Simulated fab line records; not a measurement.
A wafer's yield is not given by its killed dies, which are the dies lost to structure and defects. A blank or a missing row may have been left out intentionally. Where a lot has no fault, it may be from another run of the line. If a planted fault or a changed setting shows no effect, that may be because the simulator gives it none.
fab line records	flow n5-finfet	part 2 of 2: steps 5 to 6 of 6
record: lots: 22	wafers: 66	last-day: 17
route steps=1938 shown HKMG_FIN@403
lots that met no fault: from a run of the same line without faults
start-h: hours from the record's opening day to when the first of the lot's shown wafers began	wait-h: hours from the lot's prior step to this one	" unchanged from the row above	L1.1+2: several wafers, shown together as one row	- either no value or no given start	* or withheld: withheld	< > ~ a bound
route shown NAME@n: NAME is a module with steps in the file, n the number in the route of the first one	usual: average and standard deviation across the fault-free wafers	same: alike in all rows	chamber/n: place in a boat	sites: readings site by site	_std_site: the values' standard deviation	_edge_site: the outer-site mean with the inner-site mean subtracted	radius-mm: how far each site lies from the wafer's centre	mask NAME#n: copy n	behind: tool/chamber where the wafer was last shaped	hold: why the lot went on hold/how many hours it stayed there/how the hold came to an end	device: names the non-switching transistor (n, p or np)	end of line: the route-end tests of the same wafers	step lacking rows: just its recipe	killed: at the first sort, the dies lost to defects and structure; wafer yield is something else	map: a wafer's dies, marking killed ones x, the rest . and places with no die _
set.NAME: the run value of the setting; set.NAME@STEP: its run value at that earlier step	model.NAME: the simulator's own value behind a step, which no gauge read
steps of the route over a sample of lots; a table a step, a row a wafer
services: from which hour (start-h, from the record's first day; less than 0 if before it) a tool's chamber was out of use, for how many hours, and why
== steps ==
step: N5_HKMG_FIN_STRIP_89
recipe: chemistry: N2/H2	material: SOC	time-s: 20	power-w: 500	temp-c: 40	pressure-mtorr: 50	rf-frequency-hz: 6e+07	bias-power-w: 8	h2-frac: 0.5	n2-flow-sccm: 300	h2-flow-sccm: 300
usual: drypump-motor-current-A: 5.9/0.4	oes-product-au: 0.79/0.095	rf-fwd-power-W: 497.3/1.7	rf-vpp-V: 54.2/0.86	showerhead-plenum-p-Torr: 3.39/0.073	throttle-valve-pct: 19.1/0.4
same: time-s: 20
lot.wafer	tool	chamber	start-h	wait-h	drypump-motor-current-A	oes-product-au	rf-fwd-power-W	rf-hours-counter-h	rf-vpp-V	showerhead-plenum-p-Torr	throttle-valve-pct
L074.1	rie-diel-04	3	77.00	0.0	5.2	0.73	496.8	198	55.1	3.34	19.7
L074.2	"	2	"	"	5.4	0.70	496.5	203	55.1	3.47	19.3
L074.3	"	0	"	"	5.9	0.67	498.2	246	54.3	3.45	18.9
L075.2	rie-diel-02	2	84.02	0.0	6.0	0.84	498.6	64	55.2	3.40	18.8
L075.3	"	0	"	"	5.9	0.79	495.3	128	55.3	3.39	19.4
L075.6	"	0	"	"	5.9	0.79	496.9	-	53.6	3.39	19.4
L076.2	rie-diel-01	2	90.10	0.0	6.4	0.70	495.7	221	54.3	3.44	18.6
L076.5	"	1	"	"	5.8	0.68	499.5	-	55.8	3.46	19.2
L076.6	"	0	"	"	6.0	0.73	498.1	-	52.6	3.20	19.3
L077.1	rie-diel-04	2	95.22	0.1	5.4	0.69	498.0	212	54.7	3.47	19.3
L077.2	"	3	"	"	5.2	0.71	498.1	207	54.4	3.34	19.7
L077.5	"	3	"	"	5.2	0.72	498.0	-	54.2	3.34	19.7
L078.2	rie-diel-04	3	97.85	0.0	5.2	0.71	497.0	208	53.5	3.34	19.7
L078.4	"	3	"	"	5.2	0.72	496.7	-	53.2	3.34	19.7
L078.6	"	2	"	"	5.4	0.69	498.5	-	54.8	3.47	19.3
L079.1	rie-diel-02	3	106.69	0.0	5.6	0.72	497.1	188	53.5	3.45	18.7
L079.2	"	2	"	"	6.1	0.82	498.8	72	54.6	3.40	18.8
L079.4	"	1	"	"	6.3	0.93	500.0	9	54.0	3.43	18.9
L080.2	rie-diel-02	0	111.68	0.0	5.9	0.78	493.7	136	55.4	3.39	19.4
L080.3	"	2	"	"	6.0	0.83	496.6	74	54.3	3.40	18.8
L080.6	"	1	"	"	6.3	0.94	498.4	-	54.0	3.43	19.0
L081.1	rie-diel-02	2	118.33	0.0	6.0	0.82	496.2	76	53.3	3.40	18.8
L081.3	"	1	"	"	6.3	0.93	498.3	13	53.8	3.43	19.0
L081.6	"	3	"	"	5.6	0.72	497.9	-	54.5	3.45	18.7
L082.2	rie-diel-02	1	128.72	0.0	6.3	0.91	497.3	18	55.1	3.43	19.0
L082.3	"	0	"	"	5.9	0.77	494.0	143	54.7	3.38	19.4
L082.6	"	0	"	"	5.9	0.77	494.3	-	55.0	3.38	19.4
L084.1	rie-diel-04	1	137.70	0.0	6.7	0.85	497.6	49	52.9	3.28	18.9
L084.2	"	3	"	"	5.2	0.71	498.1	218	54.1	3.33	19.7
L084.4	"	0	"	"	5.9	0.99	498.2	4	54.7	3.44	18.5
L086.2	rie-diel-01	2	148.24	0.0	6.5	0.67	495.9	247	53.4	3.42	18.7
L086.3	"	0	"	"	5.9	0.71	498.4	203	51.8	3.19	19.4
L086.4	"	1	"	"	5.8	0.99	499.5	3	53.9	3.45	18.9
L085.1	rie-diel-04	2	151.43	0.0	5.4	0.68	496.9	226	53.6	3.46	19.4
L085.4	"	1	"	"	6.6	0.85	496.6	53	54.9	3.28	18.9
L085.5	"	1	"	"	6.6	0.85	493.8	-	53.6	3.28	18.9
L087.4	rie-diel-04	1	158.21	0.0	6.6	0.85	497.8	55	54.2	3.28	18.9
L087.5	"	3	"	"	5.2	0.71	494.5	-	52.8	3.33	19.7
L087.6	"	0	"	"	5.9	0.96	498.7	-	54.5	3.44	18.5
L088.2	rie-diel-04	0	159.14	0.0	5.9	0.95	498.8	12	52.3	3.44	18.5
L088.4	"	2	"	"	5.4	0.68	496.4	228	54.0	3.46	19.4
L088.6	"	1	"	"	6.6	0.85	497.7	-	52.7	3.28	18.9
L089.2	rie-diel-02	0	166.44	0.0	5.8	0.75	494.9	159	53.7	3.37	19.4
L089.3	"	1	"	"	6.3	0.87	499.4	32	53.4	3.42	19.0
L089.6	"	1	"	"	6.3	0.87	500.3	-	55.3	3.42	19.0
L091.1	rie-diel-01	3	179.22	0.0	5.6	0.80	501.0	127	55.0	3.39	19.7
L091.4	"	1	"	"	5.8	0.95	500.8	15	53.4	3.45	18.9
L091.5	"	1	"	"	5.8	0.96	497.0	-	55.3	3.45	18.9
L092.1	rie-diel-01	3	185.88	0.0	5.6	0.80	497.9	129	54.5	3.39	19.7
L092.2	"	2	"	"	6.5	0.96	496.3	6	53.3	3.42	18.3
L092.4	"	1	"	"	5.8	0.95	497.0	17	55.0	3.45	18.9
L093.1	rie-diel-04	0	193.15	0.0	5.9	0.91	499.2	24	54.2	3.43	18.5
L093.3	"	2	"	"	5.4	0.66	497.4	240	52.8	3.45	19.4
L093.4	"	3	"	"	5.2	0.69	499.2	238	54.0	3.32	19.8
L094.4	rie-diel-02	1	197.72	0.0	6.3	0.86	497.9	-	53.6	3.41	19.0
L094.5	"	2	"	"	6.1	0.78	500.9	-	54.0	3.38	18.9
L094.6	"	3	"	"	5.6	0.70	497.7	-	55.0	3.43	18.8
L095.2	rie-diel-02	2	204.40	0.0	6.0	0.78	496.0	108	54.9	3.38	18.9
L095.3	"	1	"	"	6.3	0.85	495.9	44	53.5	3.41	19.0
L095.5	"	3	"	"	5.6	0.69	496.7	-	54.3	3.43	18.8
L096.1	rie-diel-02	2	211.50	0.0	6.0	0.78	497.3	110	53.6	3.38	18.9
L096.2	"	3	"	"	5.6	0.69	498.2	228	54.7	3.43	18.8
L096.3	"	1	"	"	6.3	0.86	496.2	46	54.3	3.41	19.0
L097.3	rie-diel-04	0	215.81	0.0	6.0	0.91	498.6	32	54.9	3.43	18.5
L097.4	"	3	"	"	5.2	0.68	496.7	246	54.0	3.32	19.8
L097.6	"	3	"	"	5.2	0.69	500.0	-	54.7	3.32	19.8
step: N5_HKMG_FIN_W_FILL_22
recipe: material: W	target-thk-a: 600	temp-c: 400	pressure-torr: 39.4	time-s: 18.2
usual: heater-power-w: 867/28	throttle-valve-pct: 19.10/0.23
same: time-s: 18.2
lot.wafer	tool	chamber	start-h	wait-h	heater-power-w	throttle-valve-pct
L074.1	cvd-w-02	1	79.40	0.0	920	18.97
L074.2	"	0	"	"	874	19.48
L074.3	"	0	"	"	876	18.96
L075.2	cvd-w-01	0	86.29	0.0	876	18.83
L075.3	"	0	"	"	859	18.74
L075.6	"	1	"	"	806	18.71
L076.2	cvd-w-02	0	92.47	0.0	873	19.26
L076.5	"	1	"	"	879	19.32
L076.6	"	0	"	"	900	18.98
L077.1	cvd-w-02	1	97.51	0.0	876	19.32
L077.2	"	0	"	"	889	19.28
L077.5	"	1	"	"	885	19.21
L078.2	cvd-w-01	1	100.04	0.0	799	18.89
L078.4	"	0	"	"	857	18.88
L078.6	"	1	"	"	818	18.96
L079.1	cvd-w-02	0	109.10	0.0	850	19.07
L079.2	"	1	"	"	915	19.44
L079.4	"	0	"	"	876	19.35
L080.2	cvd-w-02	0	114.00	0.0	886	19.05
L080.3	"	1	"	"	884	19.49
L080.6	"	1	"	"	859	19.37
L081.1	cvd-w-02	0	120.52	0.0	871	19.38
L081.3	"	0	"	"	876	19.21
L081.6	"	0	"	"	863	19.17
L082.2	cvd-w-02	0	130.93	0.0	892	19.29
L082.3	"	0	"	"	888	19.46
L082.6	"	0	"	"	892	19.25
L084.1	cvd-w-01	1	140.17	0.0	828	18.80
L084.2	"	0	"	"	877	18.96
L084.4	"	1	"	"	826	18.82
L086.2	cvd-w-01	1	150.43	0.0	828	18.62
L086.3	"	1	"	"	840	18.97
L086.4	"	0	"	"	880	18.97
L085.1	cvd-w-01	1	153.61	0.0	822	18.80
L085.4	"	1	"	"	841	19.03
L085.5	"	0	"	"	847	18.85
L087.4	cvd-w-01	1	160.49	0.0	825	18.85
L087.5	"	1	"	"	842	18.90
L087.6	"	0	"	"	883	19.14
L088.2	cvd-w-02	1	161.39	0.0	916	19.29
L088.4	"	0	"	"	868	19.28
L088.6	"	0	"	"	884	19.35
L089.2	cvd-w-02	1	168.62	0.0	887	19.11
L089.3	"	0	"	"	869	19.53
L089.6	"	1	"	"	865	19.19
L091.1	cvd-w-02	1	181.39	0.0	906	19.29
L091.4	"	0	"	"	865	19.41
L091.5	"	1	"	"	892	19.04
L092.1	cvd-w-01	1	188.13	0.0	833	18.95
L092.2	"	0	"	"	862	18.83
L092.4	"	1	"	"	794	18.88
L093.1	cvd-w-01	1	195.36	0.0	813	18.78
L093.3	"	0	"	"	884	18.81
L093.4	"	1	"	"	827	18.97
L094.4	cvd-w-02	1	199.95	0.0	896	19.52
L094.5	"	1	"	"	883	19.66
L094.6	"	0	"	"	885	19.35
L095.2	cvd-w-01	1	206.60	0.0	831	19.31
L095.3	"	0	"	"	877	19.06
L095.5	"	0	"	"	856	18.95
L096.1	cvd-w-01	1	213.84	0.0	837	18.87
L096.2	"	0	"	"	894	18.89
L096.3	"	1	"	"	818	19.02
L097.3	cvd-w-01	0	218.01	0.0	867	19.08
L097.4	"	1	"	"	842	18.91
L097.6	"	0	"	"	860	19.07
== services ==
tool	chamber	start-h	hours	kind
ald-metal-03	-	54.12	1.8	repair
rie-diel-02	1	59.17	-	clean
rie-diel-02	1	59.17	-	consumable-replace:focus-ring
rie-diel-02	1	59.17	15.3	scheduled-down
rie-diel-02	1	59.17	15.3	vent-cycle
rie-diel-02	-	63.58	14.6	pm
ald-metal-04	2	72.38	2.5	repair
rie-diel-01	-	72.88	0.5	repair
ald-metal-01	-	83.48	0.4	repair
rie-diel-04	0	86.02	-	clean
rie-diel-04	0	86.02	-	consumable-replace:focus-ring
rie-diel-04	0	86.02	22.5	scheduled-down
rie-diel-04	0	86.02	22.5	vent-cycle
cvd-w-01	-	110.57	6.9	pm
ald-metal-03	-	114.70	6.0	pm
rie-diel-01	1	118.84	-	clean
rie-diel-01	1	118.84	-	consumable-replace:focus-ring
rie-diel-01	1	118.84	22.1	scheduled-down
rie-diel-01	1	118.84	22.1	vent-cycle
plasma-asher-02	-	124.50	8.6	repair
rie-diel-04	3	133.21	1.2	repair
cvd-w-02	-	136.49	0.4	repair
ald-metal-04	-	181.93	6.0	pm
ald-metal-03	-	217.57	1.8	repair
